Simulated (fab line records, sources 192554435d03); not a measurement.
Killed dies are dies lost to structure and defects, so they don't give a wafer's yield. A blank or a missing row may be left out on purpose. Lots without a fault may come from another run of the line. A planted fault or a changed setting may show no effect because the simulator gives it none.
A struck lot beside a sound one | flow n5_finfet | 14 steps out of a route of 1938
Sound: wafers L633.1, L633.3, L633.4. Struck: wafers L635.1, L635.6. (L635.3 of the same lot was not struck and is left out.) The cause comes at the end.
At each step with rows: each side's tool, then ch and its chambers, then its first start. Under that, the readings that differ: sound wafers | struck wafers | difference of the means | sigmas: that difference in standard deviations of wafers without a fault.
alike: readings whose means differ by less than 2 such deviations, and words and numbers that are the same on both sides. not compared: withheld readings, readings that some wafer has no value for, bounds like >300 that may hide the same value, and numbers for which the record gives no deviation and whose values overlap.
The two part at a step that has a row with sigmas, a row that says differs or no value, or rows on one side only. Numbers that don't overlap but have no deviation are shown without sigmas and don't part them. A reading that every wafer of one side lacks parts them only if that side has two wafers or more.

first, 4 steps without rows for these wafers: N5_BEOL_M8_SOFTBAKE_06 (time 60 s); N5_BEOL_M8_EXPOSE_08 (exposes mask M8); N5_BEOL_M8_PEB_09 (peb time 60 s); N5_BEOL_M8_DEVELOP_10 (develop time 30 s).
N5_BEOL_M8_CD_MEAS_11: target cd 38.5 nm.
  sound on cd_sem-02 ch 0, day 11 04:07; struck on cd_sem-02 ch 0, day 12 11:31
  alike: cd_nm
N5_BEOL_M8_OVL_MEAS_12:
  sound on overlay-02 ch 0, day 11 04:08; struck on overlay-01 ch 0, day 12 11:32
  alike: M8_OVL
N5_BEOL_M8_INSPECT_13: inspects for defects (brightfield).
  sound on defect_inspect-02, day 11 04:10; struck on defect_inspect-01, day 12 11:34
  alike: raw_defect_count
N5_BEOL_M8_DESCUM_16: chemistry O2, time 7.9 s.
  sound on rie_diel-03 ch 0,2,3, day 11 04:14; struck on rie_diel-03 ch 1,2, day 12 11:37
  alike: drypump_motor_current_A, oes_product_au, rf_vpp_V, showerhead_plenum_p_Torr, throttle_valve_pct
  not compared: rf_hours_counter_h
N5_BEOL_M8_ETCH_61: etches SiARC in CF4, target depth 45.5 nm, time 75.8 s.
  sound on rie_diel-03 ch 0,2,3, day 11 04:17; struck on rie_diel-03 ch 1,2, day 12 11:40
  alike: drypump_motor_current_A, etch_rf_on_time_s, oes_product_au, rf_vpp_V, showerhead_plenum_p_Torr, throttle_valve_pct
  not compared: rf_hours_counter_h
N5_BEOL_M8_ETCH_62: etches SOC in N2/H2, target depth 110 nm, overetch 22 nm, time 165 s.
  sound on rie_diel-03 ch 0,2,3, day 11 04:20; struck on rie_diel-03 ch 1,2, day 12 11:43
  alike: drypump_motor_current_A, oes_product_au, rf_vpp_V, showerhead_plenum_p_Torr, throttle_valve_pct
  not compared: rf_hours_counter_h
then, 1 step without rows for these wafers: N5_BEOL_M8_STRIP_68 (strips in N2/H2).
N5_BEOL_M8_STRIP_67: strips in CF4.
  sound on rie_diel-03 ch 0,2,3, day 11 04:29; struck on rie_diel-03 ch 1,2, day 12 11:52
  alike: drypump_motor_current_A, oes_product_au, rf_vpp_V, showerhead_plenum_p_Torr, throttle_valve_pct
  not compared: rf_hours_counter_h
N5_BEOL_M8_HM_OPEN_17: chemistry Cl2/BCl3, target TiN, target depth 20 nm, overetch 6 nm.
  sound on rie_metal-02 ch 0,1, day 11 04:31; struck on rie_metal-03 ch 0, day 12 11:55
  reading                                  | sound             | struck      | difference | sigmas
  throttle_valve_pct (%)                   | 21.87 22.00 21.87 | 22.42 22.42 | +0.51      | +3
  model.SOC_of_BEOL_M8_COAT_59.thk_nm (nm) | 92 92 91.8        | 89.2 89.2   | -2.7       |
  alike: drypump_motor_current_A, he_backside_leak_sccm, oes_product_au
  not compared: rf_hours_counter_h
N5_BEOL_M8_STRIP_19: strips in O2.
  sound on rie_diel-01 ch 0,1,3, day 11 04:38; struck on rie_diel-01 ch 0,2, day 12 12:01
  alike: drypump_motor_current_A, oes_product_au, rf_vpp_V, showerhead_plenum_p_Torr, throttle_valve_pct
  not compared: rf_hours_counter_h

WHERE THEY PART
Only at N5_BEOL_M8_HM_OPEN_17, within this record. Later steps at which nothing parts them and some readings are alike: N5_BEOL_M8_STRIP_19.

WHY: what the simulator had put in
Process parameter drift: rie_metal-03, from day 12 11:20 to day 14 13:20, at N5_BEOL_M8_HM_OPEN_17. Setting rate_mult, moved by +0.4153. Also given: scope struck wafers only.
